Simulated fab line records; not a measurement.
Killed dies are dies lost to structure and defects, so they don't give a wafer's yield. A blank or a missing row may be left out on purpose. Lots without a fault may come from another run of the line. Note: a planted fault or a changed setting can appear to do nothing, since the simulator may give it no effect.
Which of the tools did it?	flow nand_harc	12 lots, 36 wafers sampled, at 1 step of a route of 1159

== WHAT THE GAUGES READ, wafer by wafer ==
NHARC_A_CHANNEL_HOLE_D1_CD_MEAS_30.
lot	measured	on	cd_nm (nm)
L075	day 8 23:20	cd_sem-01	93.9 91.5 93.3
L077	day 9 11:03	cd_sem-02	91.3 88.2 89.9
L079	day 9 15:13	cd_sem-01	89.4 87.9 87.0
L082	day 10 02:56	cd_sem-02	90.0 89.3 89.2
L083	day 11 01:34	cd_sem-02	92.1 91.8 92.6
L084	day 11 05:43	cd_sem-03	89.5 89.0 89.7
L087	day 11 18:25	cd_sem-02	91.5 91.0 89.6
L089	day 12 11:47	cd_sem-03	87.8 88.3 87.2
L091	day 12 21:28	cd_sem-02	89.3 92.8 89.5
L093	day 13 09:09	cd_sem-01	89.2 89.7 88.3
L096	day 14 00:45	cd_sem-01	88.9 91.3 88.6
L097	day 14 14:14	cd_sem-01	89.4 90.8 92.0

== EACH LOT AND THE TOOL THAT RAN IT (in order: tool; ch and the chambers of the sampled wafers; start) ==
Record: no process step prior to these readings.

== THE ANSWER, worked out from the rows above alone ==
Rule: usual is defined by the lots themselves. The widest of any qualifying gaps counts: lots, ordered by their means at a reading, are off when they make up no more than a third of the lots, leave a main group of 4 or more, and stand apart from it by 3 or more times the standard deviation of that group's means. If all means in a main group match to the digits the tables above print for the reading, that group is not used. Also off: a lot with no number at a reading for which 4 or more lots have one. The other lots that the step has rows for count as sound.
Nothing can be told from this: no lot is off at any reading shown.

== WHAT THE SIMULATOR HAD PUT IN ==
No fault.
